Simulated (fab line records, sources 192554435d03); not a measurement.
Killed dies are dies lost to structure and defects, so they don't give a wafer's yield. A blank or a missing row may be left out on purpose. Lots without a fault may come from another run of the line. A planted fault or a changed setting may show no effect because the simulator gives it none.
fab line records | flow n5_finfet
record lots=7 wafers=21
route steps=1938 shown WELL_APT@24 PMOS_HMC_CHANNEL_EPI@62 DUMMY_GATE@224 SD_EPI_N@278 ILD0@338 SDB@350
start_h: hours from the record's first day to the start of the lot's first wafer shown | wait_h: hours since the lot's step before | " the same as in the row above | L1.1+2: a row that stands for several wafers | - no value, or no start given | * or withheld: withheld | < > ~ a bound
route shown NAME@n: a module of which the file shows steps, and the number in the route of the first | usual: mean/standard deviation of fault-free wafers | same: alike in all rows | chamber/n: place in a boat | sites: the reading at each site | _std_site: their standard deviation | _edge_site: outer sites' mean less inner sites' | radius_mm: how far each site lies from the wafer's centre | mask NAME#n: copy n | behind: the tool/chamber that last shaped the wafer | hold: why the lot was held/for how many hours/how that ended | device: the transistor (n, p or np) that didn't switch | end of line: the same wafers' tests at the end of the route | a step without rows: its recipe alone | killed: dies lost to structure and defects at the first sort, not the wafer's yield | map: a wafer's dies, x killed, . not, _ none there
set.NAME: the setting as run; set.NAME@STEP: as run at that earlier step | model.NAME: the simulator's own value behind a step, which no gauge read
lots whose settings were changed on purpose; a table a step, a row a wafer
## steps
# step N5_WELL_APT_EXPOSE_05
# recipe mask_id=NWELL na=0.8 source_shape=conventional sigma_outer=0.8 polarization=unpolarized defocus_nm=0 target_cd_nm=200 dose_mj=20.3
# columns lot.wafer tool chamber start_h wait_h mask set.dose_mj
L077.1+2 krf_scanner-01 0 31.51 - NWELL#0 20.3
L077.6 " 0 " " NWELL#0 21.79
L081.2 krf_scanner-02 0 55.64 - NWELL#0 20.87
L081.4+5 " 0 " " NWELL#0 20.3
L083.4+5+6 krf_scanner-01 0 67.67 - NWELL#0 20.3
L084.1 krf_scanner-02 0 73.63 - NWELL#0 20.3
L084.4+6 " 0 " " NWELL#0 19.63
L088.1+2+5 krf_scanner-01 0 97.82 - NWELL#0 20.3
L090.2 krf_scanner-01 0 109.61 - NWELL#0 21.73
L090.3+6 " 0 " " NWELL#0 20.3
L092.1+4 krf_scanner-02 0 121.68 - NWELL#0 20.3
L092.5 " 0 " " NWELL#0 21.61
# step N5_WELL_APT_PEB_06
# recipe peb_temp_c=130 peb_time_s=90
# columns lot.wafer tool chamber start_h wait_h set.peb_time_s
L077.1+2 litho_track-04 0 31.57 0.1 100.7
L077.6 " 0 " " 90
L081.2+5 litho_track-03 0 55.70 0.0 90
L081.4 " 0 " " 97.99
L083.4+5+6 litho_track-01 0 67.71 0.0 90
L084.1 litho_track-01 0 73.69 0.1 90
L084.4+6 " 0 " " 72.28
L088.1 litho_track-03 0 97.88 0.1 90
L088.2+5 " 0 " " 104.9
L090.2+3+6 litho_track-03 0 109.66 0.0 90
L092.1+4 litho_track-01 0 121.74 0.1 73.08
L092.5 " 0 " " 90
# step N5_WELL_APT_DEVELOP_07
# recipe develop_time_s=45 rinse_liquid=surfactant_rinse dry=air_spin dev_temp_c=21
# step N5_WELL_APT_HARDBAKE_12
# recipe temp_c=130 time_s=120
# step N5_WELL_APT_CD_MEAS_08
# recipe target_cd_nm=200 landing_energy_ev=500 detector=se_inlens
# usual cd_nm=200.6/1.5
# columns lot.wafer tool chamber start_h wait_h set.dose_mj@WELL_APT_EXPOSE_05 set.peb_time_s@WELL_APT_PEB_06 cd_nm
L077.1 cd_sem-02 0 31.69 - 20.3 100.7 206.7
L077.2 " 0 " " 20.3 100.7 203.8
L077.6 " 0 " " 21.79 90 213.1
L081.2 cd_sem-01 0 55.81 - 20.87 90 205.4
L081.4 " 0 " " 20.3 97.99 205.3
L081.5 " 0 " " 20.3 90 204.4
L083.4 cd_sem-01 0 67.82 - 20.3 90 200.7
L083.5 " 0 " " 20.3 90 201.4
L083.6 " 0 " " 20.3 90 199.4
L084.1 cd_sem-03 0 73.80 - 20.3 90 200.9
L084.4 " 0 " " 19.63 72.28 189.0
L084.6 " 0 " " 19.63 72.28 186.8
L088.1 cd_sem-03 0 98.00 - 20.3 90 200.3
L088.2 " 0 " " 20.3 104.9 208.6
L088.5 " 0 " " 20.3 104.9 206.5
L090.2 cd_sem-01 0 109.78 - 21.73 90 210.7
L090.3 " 0 " " 20.3 90 201.7
L090.6 " 0 " " 20.3 90 200.4
L092.1 cd_sem-01 0 121.86 - 20.3 73.08 193.1
L092.4 " 0 " " 20.3 73.08 193.2
L092.5 " 0 " " 21.61 90 211.1
# step N5_WELL_APT_DESCUM_13
# recipe chemistry=O2 time_s=7.9 source_power_w=50 bias_power_w=20 pressure_mtorr=20 rf_frequency_hz=2.712e+07 temp_c=40 o2_flow_sccm=225
# columns lot.wafer tool chamber start_h wait_h set.dose_mj@WELL_APT_EXPOSE_05 set.peb_time_s@WELL_APT_PEB_06 model.WELL_APT.cd_nm
L077.1 rie_diel-06 0 31.84 0.1 20.3 100.7 206.5
L077.2 " 2 " " 20.3 100.7 203.8
L077.6 " 1 " " 21.79 90 212.8
L081.2 rie_diel-02 2 55.90 0.0 20.87 90 205.5
L081.4 " 1 " " 20.3 97.99 205.1
L081.5 " 2 " " 20.3 90 204.2
L083.4 rie_diel-06 2 67.98 0.1 20.3 90 200.1
L083.5 " 1 " " 20.3 90 201.2
L083.6 " 0 " " 20.3 90 199.1
L084.1 rie_diel-06 3 73.89 0.0 20.3 90 200.6
L084.4 " 2 " " 19.63 72.28 188.5
L084.6 " 1 " " 19.63 72.28 186.6
L088.1 rie_diel-06 2 98.42 0.4 20.3 90 200.4
L088.2 " 1 " " 20.3 104.9 208.2
L088.5 " 2 " " 20.3 104.9 206.3
L090.2 rie_diel-02 3 109.87 0.0 21.73 90 210.7
L090.3 " 0 " " 20.3 90 201.7
L090.6 " 2 " " 20.3 90 200.3
L092.1 rie_diel-06 0 121.95 0.0 20.3 73.08 192.8
L092.4 " 2 " " 20.3 73.08 193
L092.5 " 0 " " 21.61 90 211.3
# step N5_PMOS_HMC_CHANNEL_EPI_EXPOSE_06
# recipe mask_id=PMOS_HMC_BLK na=1.35 source_shape=conventional sigma_outer=0.8 polarization=unpolarized target_cd_nm=240 dose_mj=41
# columns lot.wafer tool chamber start_h wait_h mask set.dose_mj
L077.1+6 arfi_scanner-03 0 34.93 - PMOS_HMC_BLK#0 41
L077.2 " 0 " " PMOS_HMC_BLK#0 39.33
L081.2+4 arfi_scanner-02 0 59.69 - PMOS_HMC_BLK#0 39.8
L081.5 " 0 " " PMOS_HMC_BLK#0 41
L083.4+5+6 arfi_scanner-03 0 71.34 - PMOS_HMC_BLK#0 41
L084.1+6 arfi_scanner-02 0 77.49 - PMOS_HMC_BLK#0 43.83
L084.4 " 0 " " PMOS_HMC_BLK#0 41
L088.1+2 arfi_scanner-01 0 101.72 - PMOS_HMC_BLK#0 43.73
L088.5 " 0 " " PMOS_HMC_BLK#0 41
L090.2+6 arfi_scanner-01 0 112.94 - PMOS_HMC_BLK#0 42.94
L090.3 " 0 " " PMOS_HMC_BLK#0 41
L092.1+5 arfi_scanner-02 0 125.66 - PMOS_HMC_BLK#0 41
L092.4 " 0 " " PMOS_HMC_BLK#0 43.9
# step N5_PMOS_HMC_CHANNEL_EPI_PEB_07
# recipe peb_temp_c=110 peb_time_s=60 resist=CAR-ArF-block
# columns lot.wafer tool chamber start_h wait_h set.peb_time_s
L077.1+2 litho_track-02 0 34.98 0.1 63.97
L077.6 " 0 " " 60
L081.2+5 litho_track-02 0 59.75 0.0 67.38
L081.4 " 0 " " 60
L083.4+5+6 litho_track-01 0 71.39 0.0 60
L084.1+4+6 litho_track-05 0 77.55 0.1 70.24
L088.1+2+5 litho_track-05 0 101.78 0.1 60
L090.2+3 litho_track-01 0 113.00 0.0 53.04
L090.6 " 0 " " 60
L092.1 litho_track-01 0 125.72 0.1 68.72
L092.4+5 " 0 " " 60
# step N5_PMOS_HMC_CHANNEL_EPI_DEVELOP_08
# recipe develop_time_s=30 developer=TMAH resist=CAR-ArF-block dev_temp_c=23 rinse_liquid=diw dry=air_spin
# step N5_PMOS_HMC_CHANNEL_EPI_CD_MEAS_09
# recipe target_cd_nm=237.4 landing_energy_ev=500 detector=se_inlens
# usual cd_nm=238.1/0.88
# columns lot.wafer tool chamber start_h wait_h set.dose_mj@PMOS_HMC_CHANNEL_EPI_EXPOSE_06 set.peb_time_s@PMOS_HMC_CHANNEL_EPI_PEB_07 cd_nm
L077.1 cd_sem-02 0 35.05 - 41 63.97 239.7
L077.2 " 0 " " 39.33 63.97 238.2
L077.6 " 0 " " 41 60 236.6
L081.2 cd_sem-03 0 59.81 - 39.8 67.38 240.9
L081.4 " 0 " " 39.8 60 236.2
L081.5 " 0 " " 41 67.38 242.3
L083.4 cd_sem-01 0 71.45 - 41 60 238.4
L083.5 " 0 " " 41 60 238.3
L083.6 " 0 " " 41 60 238.8
L084.1 cd_sem-01 0 77.62 - 43.83 70.24 249.9
L084.4 " 0 " " 41 70.24 244.5
L084.6 " 0 " " 43.83 70.24 250.1
L088.1 cd_sem-01 0 101.85 - 43.73 60 242.9
L088.2 " 0 " " 43.73 60 241.2
L088.5 " 0 " " 41 60 237.0
L090.2 cd_sem-03 0 113.07 - 42.94 53.04 237.3
L090.3 " 0 " " 41 53.04 233.8
L090.6 " 0 " " 42.94 60 243.0
L092.1 cd_sem-03 0 125.79 - 41 68.72 244.7
L092.4 " 0 " " 43.9 60 243.6
L092.5 " 0 " " 41 60 238.1
# step N5_PMOS_HMC_CHANNEL_EPI_DESCUM_14
# recipe chemistry=O2 time_s=7.9 source_power_w=50 bias_power_w=20 pressure_mtorr=20 rf_frequency_hz=2.712e+07 temp_c=40 resist=CAR-ArF-block o2_flow_sccm=225
# columns lot.wafer tool chamber start_h wait_h set.dose_mj@PMOS_HMC_CHANNEL_EPI_EXPOSE_06 set.peb_time_s@PMOS_HMC_CHANNEL_EPI_PEB_07 model.PMOS_HMC_CHANNEL_EPI.cd_nm
L077.1 rie_diel-04 3 35.15 0.0 41 63.97 239.4
L077.2 " 0 " " 39.33 63.97 238.3
L077.6 " 3 " " 41 60 236.6
L081.2 rie_diel-04 0 59.90 0.0 39.8 67.38 240.8
L081.4 " 2 " " 39.8 60 236.3
L081.5 " 1 " " 41 67.38 242.1
L083.4 rie_diel-01 1 71.54 0.0 41 60 238.6
L083.5 " 0 " " 41 60 238.7
L083.6 " 3 " " 41 60 238.9
L084.1 rie_diel-05 3 77.71 0.0 43.83 70.24 249.7
L084.4 " 0 " " 41 70.24 244.5
L084.6 " 3 " " 43.83 70.24 249.9
L088.1 rie_diel-05 0 102.26 0.4 43.73 60 243
L088.2 " 3 " " 43.73 60 241.3
L088.5 " 2 " " 41 60 237.1
L090.2 rie_diel-04 1 113.16 0.0 42.94 53.04 237.2
L090.3 " 0 " " 41 53.04 233.6
L090.6 " 0 " " 42.94 60 242.8
L092.1 rie_diel-05 1 125.91 0.1 41 68.72 244.6
L092.4 " 2 " " 43.9 60 243.4
L092.5 " 1 " " 41 60 238.3
# step N5_PMOS_HMC_CHANNEL_EPI_ETCH_32
# recipe chemistry=N2/H2 target=BARC stop_on=SiO2 target_depth_a=858 over_etch_frac=0.3 time_s=50.3 ion_energy_ev=200 mask_material=CAR-ArF-block pressure_mtorr=30 source_w=840 bias_w=150 n2_flow_sccm=200 h2_flow_sccm=200
# columns lot.wafer tool chamber start_h wait_h set.dose_mj@PMOS_HMC_CHANNEL_EPI_EXPOSE_06 set.peb_time_s@PMOS_HMC_CHANNEL_EPI_PEB_07 model.PMOS_HMC_CHANNEL_EPI.cd_nm
L077.1 rie_diel-04 3 35.18 0.0 41 63.97 242.1
L077.2 " 0 " " 39.33 63.97 240
L077.6 " 3 " " 41 60 238.7
L081.2 rie_diel-04 0 59.94 0.0 39.8 67.38 243.6
L081.4 " 2 " " 39.8 60 238.7
L081.5 " 1 " " 41 67.38 245.1
L083.4 rie_diel-01 1 71.57 0.0 41 60 241.1
L083.5 " 0 " " 41 60 241.4
L083.6 " 3 " " 41 60 241.2
L084.1 rie_diel-05 3 77.74 0.0 43.83 70.24 252.5
L084.4 " 0 " " 41 70.24 246.5
L084.6 " 3 " " 43.83 70.24 252.4
L088.1 rie_diel-05 0 102.29 0.0 43.73 60 245.3
L088.2 " 3 " " 43.73 60 244.6
L088.5 " 2 " " 41 60 239.5
L090.2 rie_diel-04 1 113.19 0.0 42.94 53.04 240.9
L090.3 " 0 " " 41 53.04 236.4
L090.6 " 0 " " 42.94 60 245.2
L092.1 rie_diel-05 1 125.94 0.0 41 68.72 247
L092.4 " 2 " " 43.9 60 245.4
L092.5 " 1 " " 41 60 240.2
# step N5_PMOS_HMC_CHANNEL_EPI_HM_OPEN_15
# recipe chemistry=CHF3/O2 target=SiO2 mask_material=CAR-ArF-block target_depth_a=406 CHF3_flow_sccm=50 O2_flow_sccm=5 Ar_flow_sccm=200 time_s=20.3 pressure_mtorr=30 source_w=650 bias_w=170 ion_energy_ev=200
# columns lot.wafer tool chamber start_h wait_h set.dose_mj@PMOS_HMC_CHANNEL_EPI_EXPOSE_06 set.peb_time_s@PMOS_HMC_CHANNEL_EPI_PEB_07 model.PMOS_HMC_CHANNEL_EPI.cd_nm
L077.1 rie_diel-04 3 35.22 0.0 41 63.97 242.2
L077.2 " 0 " " 39.33 63.97 240.1
L077.6 " 3 " " 41 60 238.8
L081.2 rie_diel-04 0 59.98 0.0 39.8 67.38 243.6
L081.4 " 2 " " 39.8 60 238.7
L081.5 " 1 " " 41 67.38 245
L083.4 rie_diel-01 1 71.61 0.0 41 60 241.2
L083.5+6 " 0,3 " " 41 60 241.4
L084.1 rie_diel-05 3 77.78 0.0 43.83 70.24 252.5
L084.4 " 0 " " 41 70.24 246.5
L084.6 " 3 " " 43.83 70.24 252.4
L088.1 rie_diel-05 0 102.33 0.0 43.73 60 245.4
L088.2 " 3 " " 43.73 60 244.5
L088.5 " 2 " " 41 60 239.5
L090.2 rie_diel-04 1 113.23 0.0 42.94 53.04 240.9
L090.3 " 0 " " 41 53.04 236.5
L090.6 " 0 " " 42.94 60 245.3
L092.1 rie_diel-05 1 125.99 0.0 41 68.72 247
L092.4 " 2 " " 43.9 60 245.4
L092.5 " 1 " " 41 60 240.1
# step N5_PMOS_HMC_CHANNEL_EPI_STRIP_33
# recipe chemistry=N2/H2 power_w=500 temp_c=40 pressure_mtorr=50 rf_frequency_hz=6e+07 overash_fraction=0.3 bias_power_w=8 h2_frac=0.5 n2_flow_sccm=300 h2_flow_sccm=300
# step N5_PMOS_HMC_CHANNEL_EPI_STRIP_17
# recipe chemistry=SPM time_s=750 temp_c=130 h2so4_h2o2_vol_ratio=4 dry=ipa_marangoni
# step N5_PMOS_HMC_CHANNEL_EPI_ETCH_38
# recipe chemistry=CF4 target=SiO2 target_depth_a=15 ion_energy_ev=350 pressure_mtorr=10 icp_w=800 bias_w=400 cf4_flow_sccm=80
# columns lot.wafer tool chamber start_h wait_h set.dose_mj@PMOS_HMC_CHANNEL_EPI_EXPOSE_06 set.peb_time_s@PMOS_HMC_CHANNEL_EPI_PEB_07 model.PMOS_HMC_CHANNEL_EPI.cd_nm
L077.1 rie_si-03 3 35.58 0.0 41 63.97 242.2
L077.2 " 0 " " 39.33 63.97 240.2
L077.6 " 2 " " 41 60 238.9
L081.2 rie_si-04 1 60.34 0.0 39.8 67.38 243.8
L081.4 " 3 " " 39.8 60 238.7
L081.5 " 3 " " 41 67.38 245
L083.4+6 rie_si-05 3,0 71.97 0.0 41 60 241.3
L083.5 " 3 " " 41 60 241.4
L084.1 rie_si-05 3 78.14 0.0 43.83 70.24 252.5
L084.4 " 0 " " 41 70.24 246.5
L084.6 " 0 " " 43.83 70.24 252.3
L088.1 rie_si-05 0 102.70 0.0 43.73 60 245.3
L088.2 " 2 " " 43.73 60 244.6
L088.5 " 0 " " 41 60 239.4
L090.2 rie_si-04 1 113.60 0.0 42.94 53.04 241
L090.3 " 3 " " 41 53.04 236.4
L090.6 " 1 " " 42.94 60 245.4
L092.1 rie_si-05 3 126.36 0.0 41 68.72 247
L092.4 " 0 " " 43.9 60 245.4
L092.5 " 1 " " 41 60 240.1
# step N5_PMOS_HMC_CHANNEL_EPI_FIN_RECESS_16
# recipe chemistry=HBr/Cl2 target=Si mask_material=SiO2 target_depth_a=540 time_s=18 pressure_mtorr=10 icp_w=800 bias_w=75 HBr_flow_sccm=150 Cl2_flow_sccm=80
# columns lot.wafer tool chamber start_h wait_h set.dose_mj@PMOS_HMC_CHANNEL_EPI_EXPOSE_06 set.peb_time_s@PMOS_HMC_CHANNEL_EPI_PEB_07 model.PMOS_HMC_CHANNEL_EPI.cd_nm
L077.1 rie_si-03 3 35.60 0.0 41 63.97 242.2
L077.2 " 0 " " 39.33 63.97 240.2
L077.6 " 2 " " 41 60 238.9
L081.2 rie_si-04 1 60.36 0.0 39.8 67.38 243.8
L081.4 " 3 " " 39.8 60 238.6
L081.5 " 3 " " 41 67.38 244.9
L083.4+5+6 rie_si-05 3,3,0 71.99 0.0 41 60 241.3
L084.1 rie_si-05 3 78.16 0.0 43.83 70.24 252.5
L084.4 " 0 " " 41 70.24 246.4
L084.6 " 0 " " 43.83 70.24 252.3
L088.1 rie_si-05 0 102.72 0.0 43.73 60 245.4
L088.2 " 2 " " 43.73 60 244.6
L088.5 " 0 " " 41 60 239.4
L090.2 rie_si-04 1 113.62 0.0 42.94 53.04 241.1
L090.3 " 3 " " 41 53.04 236.3
L090.6 " 1 " " 42.94 60 245.4
L092.1 rie_si-05 3 126.38 0.0 41 68.72 247
L092.4 " 0 " " 43.9 60 245.5
L092.5 " 1 " " 41 60 240.3
# step N5_DUMMY_GATE_COAT_28
# recipe resist=underlayer temp_c=205 time_s=60 spin_rpm=1500 resist_thk_nm=10
# columns lot.wafer tool chamber start_h wait_h set.spin_rpm model.underlayer_of_DUMMY_GATE_COAT_28.thk_nm
L077.1+2+6 litho_track-04 0 - - 1500 10
L081.2+4 litho_track-02 0 - - 1345 10.6
L081.5 " 0 " " 1500 10
L083.4+5+6 litho_track-02 0 - - 1500 10
L084.1+4 litho_track-02 0 - - 1500 10
L084.6 " 0 " " 1613 9.6
L088.1+5 litho_track-04 0 - - 1340 10.6
L088.2 " 0 " " 1500 10
L090.2+3+6 litho_track-05 0 - - 1500 10
L092.1 litho_track-04 0 - - 1348 10.6
L092.4+5 " 0 " " 1500 10
# step N5_SD_EPI_N_ETCH_45
# recipe chemistry=CH3F/O2 target=SiOCN target_depth_a=60 mask_material=SOC ion_energy_ev=60 bias_w=29 pressure_mtorr=15 source_w=410 Ar_flow_sccm=150 CH3F_flow_sccm=30 O2_flow_sccm=20
# columns lot.wafer tool chamber start_h wait_h set.target_depth_a model.etch.depth_nm
L077.1 rie_diel-06 0 71.92 0.1 60 6.019
L077.2 " 1 " " 53.64 5.355
L077.6 " 2 " " 60 5.906
L081.2 rie_diel-06 1 95.23 0.1 60 6.005
L081.4 " 2 " " 62.25 6.08
L081.5 " 2 " " 62.25 6.085
L083.4 rie_diel-03 0 109.94 0.1 60 5.9
L083.5 " 2 " " 60 5.834
L083.6 " 1 " " 60 6.087
L084.1 rie_diel-03 1 112.32 0.1 60 6.051
L084.4 " 2 " " 60 5.862
L084.6 " 1 " " 60 6.158
L088.1 rie_diel-02 2 135.15 0.1 60 5.89
L088.2 " 3 " " 54.34 5.496
L088.5 " 2 " " 54.34 5.374
L090.2 rie_diel-03 1 146.30 0.1 57.43 5.82
L090.3 " 0 " " 60 5.867
L090.6 " 2 " " 57.43 5.547
L092.1 rie_diel-02 3 158.80 0.1 57.25 5.765
L092.4 " 0 " " 57.25 5.891
L092.5 " 2 " " 60 6.03
# step N5_ILD0_CMP_03
# recipe stop_on=SiNx t_overpolish_s=1.9 post_cmp_clean=alkaline_brush down_force_psi=4.1491 platen_rpm=51.796 pad_velocity_m_s=1.0306 target_thk_nm=197.38
# usual time_to_endpoint_s=70/3.8
# columns lot.wafer tool chamber start_h wait_h set.down_force_psi time_to_endpoint_s
L077.1 cmp-02 1 85.14 0.1 3.285 90
L077.2 " 2 " " 4.1491 74
L077.6 " 0 " " 4.1491 77
L081.4 cmp-02 2 107.50 0.0 4.1491 75
L081.2 " 1 " " 4.799 65
L081.5 " 3 " " 4.799 64
L083.4 cmp-01 2 120.98 0.1 4.1491 70
L083.5 " 1 " " 4.1491 64
L083.6 " 2 " " 4.1491 69
L084.1 cmp-01 0 124.25 0.0 4.1491 66
L084.4 " 2 " " 4.1491 71
L084.6 " 0 " " 4.1491 67
L088.1 cmp-03 0 146.87 0.0 4.1491 69
L088.2 " 1 " " 3.424 85
L088.5 " 1 " " 3.424 88
L090.3 cmp-03 3 158.08 0.3 4.1491 70
L090.2 " 0 " " 4.1491 67
L090.6 " 2 " " 4.1491 68
L092.4 cmp-02 3 169.61 0.0 4.1491 66
L092.1 " 2 " " 4.1491 68
L092.5 " 0 " " 4.752 60
# step N5_SDB_COAT_05
# recipe resist=CAR-ArF spin_rpm=1500 resist_thk_nm=90
# columns lot.wafer tool chamber start_h wait_h set.spin_rpm model.CAR-ArF_of_SDB_COAT_05.thk_nm
L077.1 litho_track-04 0 - - 1500 90
L077.2 " 0 " " 1500 90.2
L077.6 " 0 " " 1607 86.8
L081.2 litho_track-02 0 - - 1384 93.8
L081.4 " 0 " " 1500 90
L081.5 " 0 " " 1500 90.2
L083.4+6 litho_track-02 0 - - 1500 90.6
L083.5 " 0 " " 1500 90.2
L084.1+6 litho_track-02 0 - - 1557 88.6
L084.4 " 0 " " 1500 90.2
L088.1+2 litho_track-04 0 - - 1389 93.8
L088.5 " 0 " " 1500 90
L090.2 litho_track-03 0 - - 1500 89.8
L090.3 " 0 " " 1500 90
L090.6 " 0 " " 1603 87
L092.1+4+5 litho_track-02 0 - - 1500 89.8
# step N5_SDB_EBR_07
# recipe solvent=PGMEA ebr_width_mm=1.5
# step N5_SDB_SOFTBAKE_06
# recipe temp_c=110 time_s=60 resist=CAR-ArF
# step N5_SDB_EXPOSE_08
# recipe mask_id=SDB na=1.35 source_shape=conventional sigma_outer=0.5 polarization=unpolarized dose_mj=49.6
# step N5_SDB_PEB_09
# recipe peb_temp_c=withheld peb_time_s=60 resist=CAR-ArF
# step N5_SDB_DEVELOP_10
# recipe develop_time_s=30 developer=TMAH resist=CAR-ArF rinse_liquid=diw dry=air_spin dev_temp_c=23
# columns lot.wafer tool chamber start_h wait_h set.spin_rpm@SDB_COAT_05 model.CAR-ArF_of_SDB_COAT_05.thk_nm
L077.1 litho_track-04 0 - - 1500 88.2
L077.2 " 0 " " 1500 88.4
L077.6 " 0 " " 1607 85.2
L081.2 litho_track-02 0 - - 1384 92
L081.4+5 " 0 " " 1500 88.4
L083.4+6 litho_track-04 0 - - 1500 88.8
L083.5 " 0 " " 1500 88.6
L084.1+6 litho_track-04 0 - - 1557 86.8
L084.4 " 0 " " 1500 88.4
L088.1+2 litho_track-02 0 - - 1389 92
L088.5 " 0 " " 1500 88.2
L090.2+3 litho_track-03 0 - - 1500 88.2
L090.6 " 0 " " 1603 85.2
L092.1+4+5 litho_track-04 0 - - 1500 88
## key
split step=N5_WELL_APT_EXPOSE_05 setting=dose_mj stated=20.3 by=wafer
response step=N5_WELL_APT_CD_MEAS_08 reading=cd_nm slope=+1.53 per=1% together_with=peb_time_s@WELL_APT_PEB_06 explained=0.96
response step=N5_WELL_APT_DESCUM_13 reading=model.WELL_APT.cd_nm slope=+1.55 per=1% together_with=peb_time_s@WELL_APT_PEB_06 explained=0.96
split step=N5_WELL_APT_PEB_06 setting=peb_time_s stated=90 by=wafer
response step=N5_WELL_APT_CD_MEAS_08 reading=cd_nm slope=+0.398 per=1% together_with=dose_mj@WELL_APT_EXPOSE_05 explained=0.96
response step=N5_WELL_APT_DESCUM_13 reading=model.WELL_APT.cd_nm slope=+0.399 per=1% together_with=dose_mj@WELL_APT_EXPOSE_05 explained=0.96
split step=N5_PMOS_HMC_CHANNEL_EPI_EXPOSE_06 setting=dose_mj stated=41 by=wafer
response step=N5_PMOS_HMC_CHANNEL_EPI_CD_MEAS_09 reading=cd_nm slope=+0.717 per=1% together_with=peb_time_s@PMOS_HMC_CHANNEL_EPI_PEB_07 explained=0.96
response step=N5_PMOS_HMC_CHANNEL_EPI_DESCUM_14 reading=model.PMOS_HMC_CHANNEL_EPI.cd_nm slope=+0.698 per=1% together_with=peb_time_s@PMOS_HMC_CHANNEL_EPI_PEB_07 explained=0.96
response step=N5_PMOS_HMC_CHANNEL_EPI_ETCH_32 reading=model.PMOS_HMC_CHANNEL_EPI.cd_nm slope=+0.754 per=1% together_with=peb_time_s@PMOS_HMC_CHANNEL_EPI_PEB_07 explained=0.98
response step=N5_PMOS_HMC_CHANNEL_EPI_HM_OPEN_15 reading=model.PMOS_HMC_CHANNEL_EPI.cd_nm slope=+0.757 per=1% together_with=peb_time_s@PMOS_HMC_CHANNEL_EPI_PEB_07 explained=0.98
response step=N5_PMOS_HMC_CHANNEL_EPI_ETCH_38 reading=model.PMOS_HMC_CHANNEL_EPI.cd_nm slope=+0.758 per=1% together_with=peb_time_s@PMOS_HMC_CHANNEL_EPI_PEB_07 explained=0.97
response step=N5_PMOS_HMC_CHANNEL_EPI_FIN_RECESS_16 reading=model.PMOS_HMC_CHANNEL_EPI.cd_nm slope=+0.764 per=1% together_with=peb_time_s@PMOS_HMC_CHANNEL_EPI_PEB_07 explained=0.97
split step=N5_PMOS_HMC_CHANNEL_EPI_PEB_07 setting=peb_time_s stated=60 by=wafer
response step=N5_PMOS_HMC_CHANNEL_EPI_CD_MEAS_09 reading=cd_nm slope=+0.438 per=1% together_with=dose_mj@PMOS_HMC_CHANNEL_EPI_EXPOSE_06 explained=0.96
response step=N5_PMOS_HMC_CHANNEL_EPI_DESCUM_14 reading=model.PMOS_HMC_CHANNEL_EPI.cd_nm slope=+0.429 per=1% together_with=dose_mj@PMOS_HMC_CHANNEL_EPI_EXPOSE_06 explained=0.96
response step=N5_PMOS_HMC_CHANNEL_EPI_ETCH_32 reading=model.PMOS_HMC_CHANNEL_EPI.cd_nm slope=+0.437 per=1% together_with=dose_mj@PMOS_HMC_CHANNEL_EPI_EXPOSE_06 explained=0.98
response step=N5_PMOS_HMC_CHANNEL_EPI_HM_OPEN_15 reading=model.PMOS_HMC_CHANNEL_EPI.cd_nm slope=+0.438 per=1% together_with=dose_mj@PMOS_HMC_CHANNEL_EPI_EXPOSE_06 explained=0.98
response step=N5_PMOS_HMC_CHANNEL_EPI_ETCH_38 reading=model.PMOS_HMC_CHANNEL_EPI.cd_nm slope=+0.441 per=1% together_with=dose_mj@PMOS_HMC_CHANNEL_EPI_EXPOSE_06 explained=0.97
response step=N5_PMOS_HMC_CHANNEL_EPI_FIN_RECESS_16 reading=model.PMOS_HMC_CHANNEL_EPI.cd_nm slope=+0.443 per=1% together_with=dose_mj@PMOS_HMC_CHANNEL_EPI_EXPOSE_06 explained=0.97
split step=N5_DUMMY_GATE_COAT_28 setting=spin_rpm stated=1500 by=wafer
response step=N5_DUMMY_GATE_COAT_28 reading=model.underlayer_of_DUMMY_GATE_COAT_28.thk_nm change=-0.0571 per=1% r=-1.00
split step=N5_SD_EPI_N_ETCH_45 setting=target_depth_a stated=60 by=wafer
response step=N5_SD_EPI_N_ETCH_45 reading=model.etch.depth_nm change=+0.05 per=1% r=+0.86
split step=N5_ILD0_CMP_03 setting=down_force_psi stated=4.1491 by=wafer
response step=N5_ILD0_CMP_03 reading=time_to_endpoint_s change=* per=1% r=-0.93
split step=N5_SDB_COAT_05 setting=spin_rpm stated=1500 by=wafer
response step=N5_SDB_COAT_05 reading=model.CAR-ArF_of_SDB_COAT_05.thk_nm change=-0.468 per=1% r=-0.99
response step=N5_SDB_DEVELOP_10 reading=model.CAR-ArF_of_SDB_COAT_05.thk_nm change=-0.461 per=1% r=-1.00
